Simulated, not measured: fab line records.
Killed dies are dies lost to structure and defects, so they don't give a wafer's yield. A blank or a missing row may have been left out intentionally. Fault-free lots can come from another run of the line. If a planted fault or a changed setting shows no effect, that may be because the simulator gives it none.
Which tool was responsible? -- flow nandHarc -- 18 wafers from 6 lots sampled at 5 of the route's 1302 steps

## WHAT THE GAUGES READ, wafer by wafer
NHARC_P_BONDPAD_THK_MEAS_33: measures by ellipsometry.
lot,measured,on,thkNm (nm)
L589,day 7 13:16,filmMetro-01,202.7 198.2 204.2
L592,day 8 16:42,filmMetro-02,201.8 200.7 201.8
L594,day 9 18:10,filmMetro-02,201.3 199.3 202.0
L596,day 10 13:38,filmMetro-01,198.1 200.5 200.2
L599,day 12 00:06,filmMetro-01,198.8 200.4 195.3
L601,day 12 14:01,filmMetro-01,199.5 198.8 200.0

## TOOL THAT RAN EACH LOT (tool first, then ch and the chambers of the sampled wafers, then the start)
lot,NHARC_P_M2_DEGAS_29,NHARC_P_M2_ECD_22,NHARC_P_M2_CMP_23,NHARC_P_BONDPAD_CMP_32
L589,"pvdSputter-01, day 7 10:29","ecdCu-01 ch 0,1, day 7 10:50","cmp-02 ch 1,2, day 7 11:34","cmp-04 ch 0,1,3, day 7 13:01"
L592,"pvdSputter-02, day 8 13:56","ecdCu-02 ch 0,1, day 8 14:19","cmp-02 ch 1,2, day 8 15:00","cmp-03 ch 0,2, day 8 16:28"
L594,"pvdSputter-01, day 9 15:22","ecdCu-02 ch 0,1, day 9 15:52","cmp-03 ch 0,1,3, day 9 16:30","cmp-03 ch 0,1, day 9 17:55"
L596,"pvdSputter-02, day 10 10:51","ecdCu-01 ch 0,1, day 10 11:13","cmp-02 ch 0,1,2, day 10 12:01","cmp-04 ch 1,2, day 10 13:23"
L599,"pvdSputter-03, day 11 21:19","ecdCu-02 ch 0,1, day 11 21:44","cmp-01 ch 0,1, day 11 22:25","cmp-04 ch 0,1,3, day 11 23:55"
L601,"pvdSputter-02, day 12 11:11","ecdCu-02 ch 0,1, day 12 11:41","cmp-03 ch 0,2,3, day 12 12:19","cmp-01 ch 0,1,3, day 12 13:48"
- NHARC_P_M2_DEGAS_29: time 60 s.
- NHARC_P_M2_ECD_22: material Cu, target thk 400 nm.
- NHARC_P_M2_CMP_23: polishes, t overpolish 20 s, target thk 144.3 nm.
- NHARC_P_BONDPAD_CMP_32: polishes SiCN, target thk 200 nm.

## THE ANSWER, worked out from the rows above alone
Rule: what is usual is taken from the lots themselves. Put in order of their means at a reading, lots are off if they are a third of the lots or fewer, leave a main group of 4 or more, and stand apart from it by a gap of 3 or more times the standard deviation of the main group's means; of several such gaps the widest counts. A main group whose means are all the same, to the digits that the tables above print for the reading, isn't used. Also off: a lot with no number at a reading for which 4 or more lots have one. Where the step has rows for the other lots, those lots are counted as sound.
Across all readings shown, no lot is off: no conclusion can be drawn from this.

## WHAT THE SIMULATOR HAD INSERTED
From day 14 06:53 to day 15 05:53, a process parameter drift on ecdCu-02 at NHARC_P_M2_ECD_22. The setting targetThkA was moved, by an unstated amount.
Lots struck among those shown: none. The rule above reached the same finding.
